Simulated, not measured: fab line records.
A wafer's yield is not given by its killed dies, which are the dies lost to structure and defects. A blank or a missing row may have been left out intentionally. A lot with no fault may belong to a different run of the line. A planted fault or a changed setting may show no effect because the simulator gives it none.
2 desks looking at one fault	flow n5_finfet	numbers are kept per desk, each desk with only its own; the story behind them comes last

== FOR THE TOOL OWNER'S DESK: rie_diel-05 ==
The tool's own readings at N5_BEOL_M8_ETCH_72 (etches underlayer in N2/H2, target depth 6.5 nm, time 5.2 s): means of the sampled wafers that have a number, for each lot that ran on this tool. A lot is out of limits, marked OUT, if its mean lies more than 4 standard deviations from the usual mean; the brackets give that distance.
Columns: A = drypump_motor_current_A at N5_BEOL_M8_ETCH_72, usual 5.7 A; B = etch_rf_on_time_s at N5_BEOL_M8_ETCH_72, usual 5.21 s; C = h2_flow_sccm at N5_BEOL_M8_ETCH_72, usual 200.0 sccm; D = oes_product_au at N5_BEOL_M8_ETCH_72, usual 0.67 a.u.; E = rf_vpp_V at N5_BEOL_M8_ETCH_72, usual 524.9 V; F = showerhead_plenum_p_Torr at N5_BEOL_M8_ETCH_72, usual 2.58 Torr; G = throttle_valve_pct at N5_BEOL_M8_ETCH_72, usual 17.88 %
lot	first seen here	A	B	C	D	E	F	G
L981	day 9 08:19	5.1	5.26	200.2	0.65	527.1	2.66	17.86
L990	day 12 04:47	5.4	5.19	199.6	0.68	526.0	2.60	17.74
L991	day 12 14:10	5.0	5.33	199.6	0.62	526.3	2.65	17.90
L997	day 13 18:14	5.2	5.49	180.5 (-32) OUT	0.63	526.8	2.56	17.46
L998	day 14 00:24	5.3	5.51	180.0 (-33) OUT	0.63	526.1	2.61	17.28
This desk's finding: out of limits on L997, L998; first on L997, day 13 18:14 (h2_flow_sccm at N5_BEOL_M8_ETCH_72). L981, L990, L991 stayed within limits.

== METROLOGY DESK ==
What the gauges read, lot by lot, whatever tool the lot ran on: means of the sampled wafers that have a number. A lot is out of limits, marked OUT, if its mean lies more than 4 standard deviations from the usual mean; the brackets give that distance.
Columns: A = trench_depth_nm at N5_BEOL_M8_OCD_MEAS_38, usual 92.9 nm
lot	first seen here	A
L981	day 9 08:43	92.2
L989	day 11 18:06	92.7
L990	day 12 05:11	93.2
L991	day 12 14:34	91.4
L995	day 13 00:20	93.0
L997	day 13 18:38	91.9
L996	day 13 18:40	93.8
L998	day 14 00:48	92.4
L101	day 14 13:53	92.4
L104	day 15 14:00	93.2
Finding of this desk: none of the 10 lots has anything out of limits.

== BROUGHT TOGETHER ==
On L997, L998, at day 13 18:14, an alarm was possible from the tool owner's desk.
Nothing out of limits was seen by the metrology desk.
The metrology desk holds a record of L997, L998, inside its limits.
Of the lots named, all ran N5_BEOL_M8_ETCH_72 on rie_diel-05.

== WHAT THE SIMULATOR HAD PUT IN ==
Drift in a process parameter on rie_diel-05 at N5_BEOL_M8_ETCH_72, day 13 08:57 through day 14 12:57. The setting h2_flow_sccm was moved by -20, starting from 200. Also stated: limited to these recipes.
Struck lots among those shown: L997, L998.
Delay in hours, fault start to first out-of-limits reading, by desk: the tool owner's desk at 9.
